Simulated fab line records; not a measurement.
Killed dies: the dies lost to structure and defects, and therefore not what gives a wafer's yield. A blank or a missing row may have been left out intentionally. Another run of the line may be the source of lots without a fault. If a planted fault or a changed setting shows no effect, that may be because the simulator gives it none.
Matching of chambers || flow nand-harc || rie-diel-11 running NHARC_A_CONTACT_ETCH_102: 4 sister chambers
The step etches the open film in CF4/O2, target depth 70 nm, overetch 7 nm, time 38.5 s. 14 wafers are shown with their chamber, then 7 later ones without.

## WAFERS PAIRED WITH THEIR CHAMBERS
{"wafer": "L075.3", "chamber": 0, "showerhead-plenum-p-Torr (Torr)": 1.34, "oes-product-au (a.u.)": 1.010, "rf-vpp-V (V)": 198.6}
{"wafer": "L075.4", "chamber": 2, "showerhead-plenum-p-Torr (Torr)": 1.45, "oes-product-au (a.u.)": 1.010, "rf-vpp-V (V)": 200.9}
{"wafer": "L075.5", "chamber": 1, "showerhead-plenum-p-Torr (Torr)": 1.39, "oes-product-au (a.u.)": 0.977, "rf-vpp-V (V)": 197.4}
{"wafer": "L081.4", "chamber": 0, "showerhead-plenum-p-Torr (Torr)": 1.34, "oes-product-au (a.u.)": 1.004, "rf-vpp-V (V)": 198.6}
{"wafer": "L081.5", "chamber": 3, "showerhead-plenum-p-Torr (Torr)": 1.36, "oes-product-au (a.u.)": 1.007, "rf-vpp-V (V)": 199.4}
{"wafer": "L081.6", "chamber": 0, "showerhead-plenum-p-Torr (Torr)": 1.34, "oes-product-au (a.u.)": 1.010, "rf-vpp-V (V)": 197.7}
{"wafer": "L087.1", "chamber": 0, "showerhead-plenum-p-Torr (Torr)": 1.34, "oes-product-au (a.u.)": 1.017, "rf-vpp-V (V)": 197.9}
{"wafer": "L087.3", "chamber": 2, "showerhead-plenum-p-Torr (Torr)": 1.44, "oes-product-au (a.u.)": 1.016, "rf-vpp-V (V)": 200.3}
{"wafer": "L087.5", "chamber": 1, "showerhead-plenum-p-Torr (Torr)": 1.38, "oes-product-au (a.u.)": 0.971, "rf-vpp-V (V)": 199.2}
{"wafer": "L085.3", "chamber": 1, "showerhead-plenum-p-Torr (Torr)": 1.38, "oes-product-au (a.u.)": 0.984, "rf-vpp-V (V)": 199.4}
{"wafer": "L085.4", "chamber": 3, "showerhead-plenum-p-Torr (Torr)": 1.36, "oes-product-au (a.u.)": 1.015, "rf-vpp-V (V)": 198.6}
{"wafer": "L085.6", "chamber": 1, "showerhead-plenum-p-Torr (Torr)": 1.38, "oes-product-au (a.u.)": 0.975, "rf-vpp-V (V)": 198.3}
{"wafer": "L086.2", "chamber": 0, "showerhead-plenum-p-Torr (Torr)": 1.34, "oes-product-au (a.u.)": 1.014, "rf-vpp-V (V)": 198.0}
{"wafer": "L086.3", "chamber": 3, "showerhead-plenum-p-Torr (Torr)": 1.36, "oes-product-au (a.u.)": 1.020, "rf-vpp-V (V)": 199.6}

SIGNATURES, as means of the wafers listed above
{"reading": "showerhead-plenum-p-Torr", "chamber 0": 1.3400, "chamber 1": 1.3825, "chamber 2": 1.4450, "chamber 3": 1.3600, "scatter within a chamber": 0.00354}
{"reading": "oes-product-au", "chamber 0": 1.01100, "chamber 1": 0.97675, "chamber 2": 1.01300, "chamber 3": 1.01400, "scatter within a chamber": 0.00537}
{"reading": "rf-vpp-V", "chamber 0": 198.160, "chamber 1": 198.575, "chamber 2": 200.600, "chamber 3": 199.200, "scatter within a chamber": 0.629}
Rule: for each reading, subtract the chamber's mean from the wafer's reading, divide by that reading's scatter and square the result; add these up over the readings and take the root, which gives the wafer's distance from the chamber. If the next closest chamber is less than 2 further off than the closest, the wafer can't be placed; otherwise it belongs to the closest. The scatter is the square root of a quotient: the sum, over the shown wafers, of each reading's squared deviation from its chamber's mean, divided by wafers minus chambers.

## WAFERS WHOSE CHAMBER IS MISSING
{"wafer": "L086.4", "showerhead-plenum-p-Torr (Torr)": 1.44, "oes-product-au (a.u.)": 1.028, "rf-vpp-V (V)": 199.1}
{"wafer": "L089.1", "showerhead-plenum-p-Torr (Torr)": 1.34, "oes-product-au (a.u.)": 1.007, "rf-vpp-V (V)": 198.8}
{"wafer": "L089.2", "showerhead-plenum-p-Torr (Torr)": 1.36, "oes-product-au (a.u.)": 1.025, "rf-vpp-V (V)": 199.4}
{"wafer": "L089.5", "showerhead-plenum-p-Torr (Torr)": 1.36, "oes-product-au (a.u.)": 1.019, "rf-vpp-V (V)": 198.4}
{"wafer": "L094.1", "showerhead-plenum-p-Torr (Torr)": 1.34, "oes-product-au (a.u.)": 1.005, "rf-vpp-V (V)": 198.0}
{"wafer": "L094.4", "showerhead-plenum-p-Torr (Torr)": 1.44, "oes-product-au (a.u.)": 1.018, "rf-vpp-V (V)": 198.2}
{"wafer": "L094.6", "showerhead-plenum-p-Torr (Torr)": 1.35, "oes-product-au (a.u.)": 1.014, "rf-vpp-V (V)": 197.3}

## THE CHAMBER EACH PASSED THROUGH
{"wafer": "L086.4", "from the rows above": 2, "in truth": 2}
{"wafer": "L089.1", "from the rows above": 0, "in truth": 0}
{"wafer": "L089.2", "from the rows above": 3, "in truth": 3}
{"wafer": "L089.5", "from the rows above": 3, "in truth": 3}
{"wafer": "L094.1", "from the rows above": 0, "in truth": 0}
{"wafer": "L094.4", "from the rows above": 2, "in truth": 2}
{"wafer": "L094.6", "from the rows above": "can't be placed: 0 or 3", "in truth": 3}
Correct placement for 6 of the 7. Unplaceable from these rows: 1, with the true chamber sitting among the candidates in 1. Placed wrongly: 0.
